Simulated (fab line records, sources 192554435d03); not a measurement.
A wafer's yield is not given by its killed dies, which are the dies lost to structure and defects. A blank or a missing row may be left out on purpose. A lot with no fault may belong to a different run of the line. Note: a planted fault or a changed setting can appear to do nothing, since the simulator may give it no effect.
fab line records -- flow n5_finfet
record: lots: 12, wafers: 34, last_day: 19
route steps=1938 shown BEOL_M3@1000 PASSIVATION@1905
lots that met no fault: from a run of the same line without faults
start_h: the number of hours between the record's first day and the start of the first shown wafer of the lot -- wait_h: hours from the lot's prior step to this one -- " identical to the entry in the row above -- L1.1+2: a row that stands for several wafers -- - no value present, or no start provided -- * or withheld: withheld -- < > ~ a bound
route shown NAME@n: a module of which the file shows steps, and the number in the route of the first -- usual: the fault-free wafers' mean and standard deviation -- same: alike in all rows -- chamber/n: place in a boat -- sites: each site's reading -- _std_site: how widely they spread, as a standard deviation -- _edge_site: the outer-site mean with the inner-site mean subtracted -- radius_mm: how far each site lies from the wafer's centre -- mask NAME#n: copy n -- behind: the most recent tool/chamber to have shaped the wafer -- hold: what put the lot on hold/how long, in hours/how the hold closed -- device: the transistor (n, p or np) that didn't switch -- end of line: tests of these same wafers at the route's end -- a step given without rows: its recipe and nothing more -- killed: at the first sort, the dies lost to defects and structure; wafer yield is something else -- map: per-die view of a wafer (x killed, . not killed, _ where there is no die)
set.NAME: setting as actually run; set.NAME@STEP: the setting as run at that earlier step -- model.NAME: the simulator's own value behind a step, which no gauge read
one table for each step of the route and one row for each wafer, over a sample of lots
services: from which hour (start_h, from the record's first day; less than 0 if before it) a tool's chamber was out of use, for how many hours, and why
== steps ==
step: N5_BEOL_M3_SPUTTER_86
recipe: material: Cu, target_thk_a: 45, temp_c: -20, chamber_pressure_pa: 0.07, power_w: withheld, time_s: 8.29
usual: substrate_temp_c: -20.00/0.11, throttle_valve_pct: 30.0/1.1
lot.wafer,tool,chamber,start_h,wait_h,substrate_temp_c,throttle_valve_pct
L793.1,pvd_sputter-03,-,184.46,0.1,-19.85,30.3
L793.4,pvd_sputter-03,-,184.46,0.1,-19.83,28.5
L793.6,pvd_sputter-03,-,184.46,0.1,-19.86,30.4
L794.2,pvd_sputter-03,-,190.74,0.1,-20.01,28.1
L794.3,pvd_sputter-03,-,190.74,0.1,-20.11,30.3
L795.2,pvd_sputter-02,-,196.28,0.1,-20.13,30.5
L795.3,pvd_sputter-02,-,196.28,0.1,-19.91,28.3
L795.4,pvd_sputter-02,-,196.28,0.1,-19.91,29.7
L798.1,pvd_sputter-02,-,207.07,0.1,-20.10,30.5
L798.3,pvd_sputter-02,-,207.07,0.1,-19.95,29.5
L798.4,pvd_sputter-02,-,207.07,0.1,-19.85,28.3
L799.1,pvd_sputter-02,-,209.79,0.1,-19.93,28.4
L799.4,pvd_sputter-02,-,209.79,0.1,-20.05,29.1
L799.6,pvd_sputter-02,-,209.79,0.1,-20.35,30.1
L802.3,pvd_sputter-01,-,232.60,0.1,-20.01,31.4
L802.4,pvd_sputter-01,-,232.60,0.1,-20.04,30.4
L802.6,pvd_sputter-01,-,232.60,0.1,-19.98,31.6
L805.1,pvd_sputter-03,-,250.40,0.1,-20.06,30.0
L805.4,pvd_sputter-03,-,250.40,0.1,-20.01,28.3
L805.5,pvd_sputter-03,-,250.40,0.1,-20.10,28.4
L804.4,pvd_sputter-03,-,253.52,0.1,-19.90,29.1
L804.5,pvd_sputter-03,-,253.52,0.1,-19.91,29.4
L803.3,pvd_sputter-03,-,255.36,0.1,-20.14,29.3
L803.5,pvd_sputter-03,-,255.36,0.1,-20.06,28.1
L803.6,pvd_sputter-03,-,255.36,0.1,-19.93,29.1
L808.1,pvd_sputter-03,-,277.94,0.1,-19.95,29.4
L808.3,pvd_sputter-03,-,277.94,0.1,-20.05,30.4
L808.6,pvd_sputter-03,-,277.94,0.1,-20.01,28.4
L814.3,pvd_sputter-01,-,300.64,0.1,-19.95,31.5
L814.4,pvd_sputter-01,-,300.64,0.1,-19.93,31.6
L814.5,pvd_sputter-01,-,300.64,0.1,-19.97,31.5
L815.1,pvd_sputter-02,-,307.58,0.1,-19.96,30.3
L815.3,pvd_sputter-02,-,307.58,0.1,-19.95,28.1
L815.4,pvd_sputter-02,-,307.58,0.1,-20.03,28.7
step: N5_PASSIVATION_CD_MEAS_30
recipe: target_cd_nm: 4000, landing_energy_ev: 500, detector: se_inlens, polarity: opening
usual: cd_nm: 4000.4/2.1
lot.wafer,tool,chamber,start_h,wait_h,cd_nm
L795.2,cd_sem-01,0,303.53,-,3997.4
L795.3,cd_sem-01,0,303.53,-,3999.2
L795.4,cd_sem-01,0,303.53,-,3997.7
L794.2,cd_sem-03,0,304.35,-,4001.6
L794.3,cd_sem-03,0,304.35,-,3999.4
L793.1,cd_sem-02,0,313.18,-,4002.4
L793.4,cd_sem-02,0,313.18,-,4000.3
L793.6,cd_sem-02,0,313.18,-,4003.4
L798.1,cd_sem-03,0,333.22,-,4002.2
L798.3,cd_sem-03,0,333.22,-,4000.2
L798.4,cd_sem-03,0,333.22,-,4002.1
L799.1,cd_sem-02,0,338.30,-,4002.2
L799.4,cd_sem-02,0,338.30,-,4000.2
L799.6,cd_sem-02,0,338.30,-,3998.0
L802.3,cd_sem-01,0,367.60,-,3999.6
L802.4,cd_sem-01,0,367.60,-,3999.6
L802.6,cd_sem-01,0,367.60,-,4000.6
L803.3,cd_sem-03,0,372.19,-,4003.3
L803.5,cd_sem-03,0,372.19,-,4002.8
L803.6,cd_sem-03,0,372.19,-,4003.1
L804.4,cd_sem-02,0,376.53,-,4003.3
L804.5,cd_sem-02,0,376.53,-,4002.5
L805.1,cd_sem-03,0,376.96,-,4001.8
L805.4,cd_sem-03,0,376.96,-,4000.3
L805.5,cd_sem-03,0,376.96,-,3998.2
L808.1,cd_sem-01,0,411.63,-,4001.8
L808.3,cd_sem-01,0,411.63,-,3999.3
L808.6,cd_sem-01,0,411.63,-,3999.0
L815.1,cd_sem-02,0,435.71,-,3998.6
L815.3,cd_sem-02,0,435.71,-,3995.7
L815.4,cd_sem-02,0,435.71,-,3997.5
L814.3,cd_sem-01,0,446.94,-,3997.8
L814.4,cd_sem-01,0,446.94,-,4000.8
L814.5,cd_sem-01,0,446.94,-,4001.9
step: N5_PASSIVATION_OVL_MEAS_63
recipe: points_per_wafer: 44
usual: PAD_OVL: 2/5.3
lot.wafer,tool,chamber,start_h,wait_h,PAD_OVL[nm]
L795.2,overlay-02,0,303.56,0.0,-3
L795.3,overlay-02,0,303.56,0.0,10
L795.4,overlay-02,0,303.56,0.0,5
L794.2,overlay-02,0,304.38,0.0,15
L794.3,overlay-02,0,304.38,0.0,7
L793.1,overlay-02,0,313.21,0.0,1
L793.4,overlay-02,0,313.21,0.0,1
L793.6,overlay-02,0,313.21,0.0,4
L798.1,overlay-01,0,333.25,0.0,3
L798.3,overlay-01,0,333.25,0.0,11
L798.4,overlay-01,0,333.25,0.0,0
L799.1,overlay-01,0,338.33,0.0,5
L799.4,overlay-01,0,338.33,0.0,1
L799.6,overlay-01,0,338.33,0.0,-3
L802.3,overlay-02,0,367.63,0.0,13
L802.4,overlay-02,0,367.63,0.0,13
L802.6,overlay-02,0,367.63,0.0,6
L803.3,overlay-01,0,372.21,0.0,-3
L803.5,overlay-01,0,372.21,0.0,-2
L803.6,overlay-01,0,372.21,0.0,6
L804.4,overlay-02,0,376.55,0.0,9
L804.5,overlay-02,0,376.55,0.0,1
L805.1,overlay-01,0,376.99,0.0,-3
L805.4,overlay-01,0,376.99,0.0,-6
L805.5,overlay-01,0,376.99,0.0,0
L808.1,overlay-02,0,411.67,0.0,12
L808.3,overlay-02,0,411.67,0.0,5
L808.6,overlay-02,0,411.67,0.0,7
L815.1,overlay-02,0,435.74,0.0,-1
L815.3,overlay-02,0,435.74,0.0,6
L815.4,overlay-02,0,435.74,0.0,3
L814.3,overlay-02,0,446.97,0.0,8
L814.4,overlay-02,0,446.97,0.0,8
L814.5,overlay-02,0,446.97,0.0,-2
step: N5_PASSIVATION_AL_ETCH_33
recipe: chemistry: Cl2/BCl3, target_depth_a: 28000, over_etch_frac: 0.15, Cl2_flow_sccm: 180, bcl3_flow_sccm: 60, target: Al, stop_on: TaN, time_s: 466.7, ion_energy_ev: 100, pressure_mtorr: 10, icp_w: 900, bias_w: 100
usual: drypump_motor_current_A: 5.7/0.7, oes_product_au: 0.72/0.076, rf_fwd_power_W: 898.8/2.3, throttle_valve_pct: 34.42/0.28
same: over_etch_frac: 0.15
lot.wafer,tool,chamber,start_h,wait_h,drypump_motor_current_A,oes_product_au,rf_fwd_power_W,rf_hours_counter_h,throttle_valve_pct
L795.2,rie_metal-01,0,303.84,0.2,6.7,0.67,894.3,-,34.76
L795.3,rie_metal-01,0,303.84,0.2,6.7,0.66,896.9,-,34.79
L795.4,rie_metal-01,0,303.84,0.2,6.7,0.67,898.5,-,34.76
L794.2,rie_metal-03,1,304.52,0.1,5.1,0.66,899.7,61,34.21
L794.3,rie_metal-03,1,304.52,0.1,5.1,0.66,898.4,-,34.22
L793.1,rie_metal-01,1,313.35,0.1,5.1,0.87,903.0,0,34.28
L793.4,rie_metal-01,1,313.35,0.1,5.1,0.86,899.4,-,34.30
L793.6,rie_metal-01,1,313.35,0.1,5.1,0.86,899.1,-,34.30
L798.1,rie_metal-01,1,333.42,0.1,5.1,0.83,898.2,2,34.31
L798.3,rie_metal-01,0,333.42,0.1,6.7,0.65,895.5,-,34.79
L798.4,rie_metal-01,1,333.42,0.1,5.1,0.83,903.0,-,34.31
L799.1,rie_metal-03,0,338.51,0.1,5.3,0.81,899.4,9,34.48
L799.4,rie_metal-03,0,338.51,0.1,5.3,0.80,897.1,-,34.48
L799.6,rie_metal-03,1,338.51,0.1,5.2,0.65,897.1,-,34.23
L802.3,rie_metal-02,1,367.92,0.2,6.0,0.86,896.4,-,34.52
L802.4,rie_metal-02,0,367.92,0.2,5.7,0.74,896.7,-,33.88
L802.6,rie_metal-02,1,367.92,0.2,5.9,0.87,900.2,-,34.51
L803.3,rie_metal-01,0,372.73,0.2,6.7,0.65,899.4,-,34.78
L803.5,rie_metal-01,1,372.73,0.2,5.1,0.81,901.2,-,34.29
L803.6,rie_metal-01,0,372.73,0.2,6.7,0.66,899.9,-,34.79
L804.4,rie_metal-03,1,376.90,0.2,5.1,0.66,898.3,-,34.21
L804.5,rie_metal-03,0,376.90,0.2,5.3,0.80,894.6,-,34.46
L805.1,rie_metal-03,1,377.26,0.1,5.1,0.65,898.8,68,34.21
L805.4,rie_metal-03,0,377.26,0.1,5.3,0.80,902.9,-,34.46
L805.5,rie_metal-03,0,377.26,0.1,5.3,0.79,901.4,-,34.49
L808.1,rie_metal-01,0,411.87,0.1,6.8,0.64,901.9,67,34.82
L808.3,rie_metal-01,1,411.87,0.1,5.1,0.78,899.1,-,34.32
L808.6,rie_metal-01,1,411.87,0.1,5.1,0.78,903.8,-,34.29
L815.1,rie_metal-02,0,435.89,0.1,5.7,0.71,900.5,38,33.91
L815.3,rie_metal-02,1,435.89,0.1,5.9,0.82,898.3,-,34.54
L815.4,rie_metal-02,0,435.89,0.1,5.7,0.71,900.4,-,33.91
L814.3,rie_metal-01,0,447.30,0.2,6.7,0.62,899.6,-,34.83
L814.4,rie_metal-01,1,447.30,0.2,5.1,0.76,896.8,-,34.32
L814.5,rie_metal-01,0,447.30,0.2,6.8,0.63,895.8,-,34.80
step: N5_PASSIVATION_PROBE_49
usual: defect_limited_yield: 91.2/1.4, killed_at_M0_to_M3: 34/9.4, killed_at_M4_up: 14/5.6, killed_at_contacts: 13/7.8, killed_at_front_end: 37/10, killed_at_other: 4/3.3, killed_dies: 103/17, killed_on_rim: 14/3.5, killed_open: 68/13, killed_short: 33/8.2, sort_bin_5_function: 5.1/0.92, sort_bin_6_memory: 3.3/0.71, sort_bin_8_speed: 0.01/0.043, sort_n_pass: 1077/17
same: gross_dies: 1180, killed_at_back_side: 0, sort_bin_4_leakage[%]: 0
lot.wafer,tool,chamber,start_h,wait_h,defect_limited_yield[%],killed_at_M0_to_M3,killed_at_M4_up,killed_at_contacts,killed_at_front_end,killed_at_other,killed_dies,killed_on_rim,killed_open,killed_short,sort_bin_5_function[%],sort_bin_6_memory[%],sort_bin_8_speed[%],sort_n_pass
L795.2,prober-02,-,309.09,0.1,91.9,11,16,30,36,3,96,9,71,25,5.2,2.9,0,1084
L795.3,prober-02,-,309.14,0.1,88.6,39,23,21,42,9,134,13,88,46,7.0,4.0,0,1046
L795.4,prober-02,-,309.19,0.2,90.1,46,6,14,50,1,117,15,66,50,6.4,3.2,0,1063
L798.1,prober-01,-,338.14,0.0,89.8,52,20,7,40,1,120,23,87,32,5.6,4.3,0,1060
L798.3,prober-01,-,338.24,0.1,90.4,52,18,6,32,5,113,14,71,42,5.6,3.6,0,1067
L798.4,prober-01,-,338.29,0.2,90.6,51,13,6,40,1,111,17,79,32,5.1,4.1,0,1069
L799.1,prober-02,-,343.83,0.0,91.3,24,25,16,33,5,103,11,72,31,5.5,3.1,0,1077
L799.4,prober-02,-,343.98,0.2,91.1,29,16,15,39,6,105,12,65,39,4.9,3.8,0,1075
L799.6,prober-02,-,344.08,0.3,92.7,32,11,3,36,4,86,12,53,32,4.4,2.4,0,1094
L803.3,prober-01,-,378.02,0.1,91.6,45,6,4,41,3,99,12,56,43,5.0,3.1,0,1081
L803.5,prober-01,-,378.12,0.2,84.4,137,14,7,19,7,184,30,66,24,9.2,3.4,0,996
L803.6,prober-01,-,378.17,0.3,91.7,37,12,12,37,0,98,9,61,32,5.3,2.3,0,1082
L808.1,prober-02,-,416.83,0.0,93.0,30,13,3,28,9,83,12,51,29,4.2,2.5,0,1097
L808.3,prober-02,-,416.93,0.1,92.2,22,14,13,40,3,92,18,56,24,4.0,2.5,0,1088
L808.6,prober-02,-,417.08,0.3,84.7,120,16,12,29,4,181,32,58,24,8.0,3.7,0,999
L814.3,prober-02,-,452.61,0.1,91.1,41,21,11,29,3,105,16,63,35,5.0,3.1,0,1075
L814.4,prober-02,-,452.66,0.2,90.7,35,29,11,35,0,110,16,82,27,5.1,4.0,0,1070
L814.5,prober-02,-,452.71,0.2,91.4,25,13,8,52,4,102,13,71,25,4.2,3.7,0,1078
killed by level:class
L795.2 MOL_CONTACT_COAG:geometric_particle:open=22 STI_FIN_REVEAL:geometric_particle:open=14 FIN_SAQP:geometric_particle:open=9 MOL_CONTACT_COAG:geometric_particle:short=8 BEOL_M4:geometric_particle:open=7 BEOL_M7:geometric_particle:open=4 GATE_CUT:geometric_particle:short=3 FIN_SAQP:geometric_particle:short=3
L795.3 MOL_CONTACT_COAG:geometric_particle:open=19 BEOL_M0_SAQP:geometric_particle:open=13 BEOL_M0_SAQP:geometric_particle:short=10 FIN_SAQP:geometric_particle:short=9 FIN_SAQP:geometric_particle:open=9 STI_FIN_REVEAL:geometric_particle:open=9 BEOL_M4:geometric_particle:open=9 BEOL_M2:geometric_particle:open=6
L795.4 FIN_SAQP:geometric_particle:short=18 BEOL_M0_SAQP:geometric_particle:open=13 MOL_CONTACT_COAG:geometric_particle:open=10 BEOL_M0_SAQP:geometric_particle:short=9 BEOL_M2:geometric_particle:open=9 STI_FIN_REVEAL:geometric_particle:open=8 BEOL_M3:geometric_particle:open=6 BEOL_M1:geometric_particle:open=5
L798.1 BEOL_M2:geometric_particle:open=18 STI_FIN_REVEAL:geometric_particle:open=17 BEOL_M4:geometric_particle:open=13 BEOL_M0_SAQP:geometric_particle:open=11 STI_FIN_REVEAL:geometric_particle:short=9 MOL_CONTACT_COAG:geometric_particle:open=6 BEOL_M2:geometric_particle:short=6 BEOL_M3:geometric_particle:open=6
L798.3 BEOL_M4:geometric_particle:open=13 BEOL_M0_SAQP:geometric_particle:open=10 BEOL_M3:geometric_particle:open=9 BEOL_M0_SAQP:geometric_particle:short=8 BEOL_M1:geometric_particle:open=8 BEOL_M2:geometric_particle:open=8 FIN_SAQP:geometric_particle:short=6 MOL_CONTACT_COAG:geometric_particle:open=5
L798.4 STI_FIN_REVEAL:geometric_particle:open=18 BEOL_M2:geometric_particle:open=13 FIN_SAQP:geometric_particle:open=11 BEOL_M1:geometric_particle:open=10 BEOL_M2:geometric_particle:short=8 BEOL_M3:geometric_particle:open=7 BEOL_M4:geometric_particle:open=6 MOL_CONTACT_COAG:geometric_particle:open=5
L799.1 MOL_CONTACT_COAG:geometric_particle:open=15 BEOL_M0_SAQP:geometric_particle:short=8 STI_FIN_REVEAL:geometric_particle:open=7 FIN_SAQP:geometric_particle:short=6 BEOL_M5:geometric_particle:open=6 GATE_CUT:geometric_particle:short=5 BEOL_M0_SAQP:geometric_particle:open=5 BEOL_M7:geometric_particle:open=5
L799.4 BEOL_M0_SAQP:geometric_particle:open=14 MOL_CONTACT_COAG:geometric_particle:open=9 FIN_SAQP:geometric_particle:short=7 STI_FIN_REVEAL:geometric_particle:open=7 BEOL_M2:geometric_particle:open=7 MOL_CONTACT_COAG:geometric_particle:short=6 BEOL_M4:geometric_particle:open=6 FIN_SAQP:geometric_particle:open=5
L799.6 BEOL_M0_SAQP:geometric_particle:short=11 STI_FIN_REVEAL:geometric_particle:open=10 BEOL_M0_SAQP:geometric_particle:open=7 GATE_CUT:geometric_particle:short=6 FIN_SAQP:geometric_particle:open=5 BEOL_M1:geometric_particle:open=5 BEOL_M2:geometric_particle:open=4 BEOL_M4:geometric_particle:open=4
L803.3 BEOL_M0_SAQP:geometric_particle:short=14 BEOL_M0_SAQP:geometric_particle:open=13 FIN_SAQP:geometric_particle:open=11 FIN_SAQP:geometric_particle:short=6 GATE_CUT:geometric_particle:short=6 BEOL_M1:geometric_particle:open=5 BEOL_M2:geometric_particle:open=5 STARTING-WAFER:geometric_particle:short=5
L803.5 BEOL_M3:unspecified=94 BEOL_M0_SAQP:geometric_particle:open=15 BEOL_M0_SAQP:geometric_particle:short=12 BEOL_M4:geometric_particle:open=9 BEOL_M1:geometric_particle:open=7 MOL_CONTACT_COAG:geometric_particle:open=6 STI_FIN_REVEAL:geometric_particle:open=5 FIN_SAQP:geometric_particle:open=4
L803.6 MOL_CONTACT_COAG:geometric_particle:open=11 STI_FIN_REVEAL:geometric_particle:open=10 BEOL_M0_SAQP:geometric_particle:open=10 BEOL_M1:geometric_particle:open=7 BEOL_M2:geometric_particle:open=7 FIN_SAQP:geometric_particle:short=6 BEOL_M5:geometric_particle:open=6 BEOL_M0_SAQP:geometric_particle:short=6
L808.1 BEOL_M0_SAQP:geometric_particle:open=9 BEOL_M0_SAQP:geometric_particle:short=8 STI_FIN_REVEAL:geometric_particle:open=6 BEOL_M4:geometric_particle:open=6 FIN_SAQP:geometric_particle:open=4 BEOL_M1:geometric_particle:open=4 BEOL_M3:geometric_particle:open=4 FIN_SAQP:geometric_particle:short=3
L808.3 HKMG_FIN:area_etch=12 MOL_CONTACT_COAG:geometric_particle:open=9 FIN_SAQP:geometric_particle:short=8 STI_FIN_REVEAL:geometric_particle:open=7 FIN_SAQP:geometric_particle:open=5 BEOL_M3:geometric_particle:open=5 BEOL_M0_SAQP:geometric_particle:open=5 BEOL_M4:geometric_particle:open=5
L808.6 BEOL_M3:unspecified=88 MOL_CONTACT_COAG:geometric_particle:open=9 HKMG_FIN:area_etch=9 BEOL_M0_SAQP:geometric_particle:open=8 BEOL_M3:geometric_particle:open=8 BEOL_M2:geometric_particle:open=7 FIN_SAQP:geometric_particle:open=5 BEOL_M4:geometric_particle:open=5
L814.3 BEOL_M2:geometric_particle:open=11 MOL_CONTACT_COAG:geometric_particle:open=9 BEOL_M0_SAQP:geometric_particle:short=9 FIN_SAQP:geometric_particle:short=8 BEOL_M4:geometric_particle:open=8 BEOL_M0_SAQP:geometric_particle:open=6 BEOL_M3:geometric_particle:open=6 HKMG_FIN:area_etch=6
L814.4 BEOL_M2:geometric_particle:open=13 BEOL_M4:geometric_particle:open=12 STI_FIN_REVEAL:geometric_particle:open=11 MOL_CONTACT_COAG:geometric_particle:open=8 BEOL_M6:geometric_particle:open=8 BEOL_M1:geometric_particle:open=6 BEOL_M0_SAQP:geometric_particle:open=6 GATE_CUT:geometric_particle:short=5
L814.5 STI_FIN_REVEAL:geometric_particle:open=17 BEOL_M2:geometric_particle:open=13 GATE_CUT:geometric_particle:short=9 MOL_CONTACT_COAG:geometric_particle:open=7 FIN_SAQP:geometric_particle:short=6 HKMG_FIN:area_etch=6 FIN_SAQP:geometric_particle:open=4 BEOL_M3:geometric_particle:open=4
== services ==
tool,chamber,start_h,hours,kind
rie_metal-02,-,181.30,1.0,repair
pvd_sputter-02,-,183.42,2.3,repair
rie_metal-03,0,205.63,1.3,repair
rie_metal-03,0,228.32,-,clean
rie_metal-03,0,228.32,20.4,scheduled_down
rie_metal-03,0,228.32,20.4,vent_cycle
rie_metal-01,-,230.37,28.1,pm
rie_metal-03,-,264.87,4.7,repair
rie_metal-01,1,281.36,-,clean
rie_metal-01,1,281.36,26.6,scheduled_down
rie_metal-01,1,281.36,26.6,vent_cycle
rie_metal-03,1,308.86,17.4,repair
rie_metal-02,1,310.12,-,clean
rie_metal-02,1,310.12,24.6,scheduled_down
rie_metal-02,1,310.12,24.6,vent_cycle
rie_metal-03,1,414.67,6.6,repair
rie_metal-03,0,427.61,15.8,repair
== key ==
first_sign: step: N5_PASSIVATION_PROBE_49, reading: killed_at_M0_to_M3, direction: up, sigmas: 10, usual: 34, struck: 128
effect: step: N5_PASSIVATION_PROBE_49, reading: killed_dies, direction: up, sigmas: 4.6, usual: 103, struck: 182
more_kills_born_at: N5_BEOL_M3_SPUTTER_86@pvd_sputter-03: 182
met_at N5_BEOL_M3_SPUTTER_86
struck_lots L803,L808
struck_wafers L803.5,L808.6
baseline_loss: step: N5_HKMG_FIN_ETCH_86, wafers: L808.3
not_acting_at N5_PASSIVATION_CD_MEAS_30,N5_PASSIVATION_OVL_MEAS_63,N5_PASSIVATION_AL_ETCH_33
onset_between 250.40 255.36
fault: kind: chamber_particle_source, tool: pvd_sputter-03, chamber: -, onset_h: 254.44, steps: N5_BEOL_M3_SPUTTER_86, rate_per_visit_cm2: 1.4011, end_h: 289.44, scope: struck_wafers_only
baseline_loss: these wafers lose ten dies or more at that step, a loss of the line's own and not of a fault; the sort's usual values leave them out
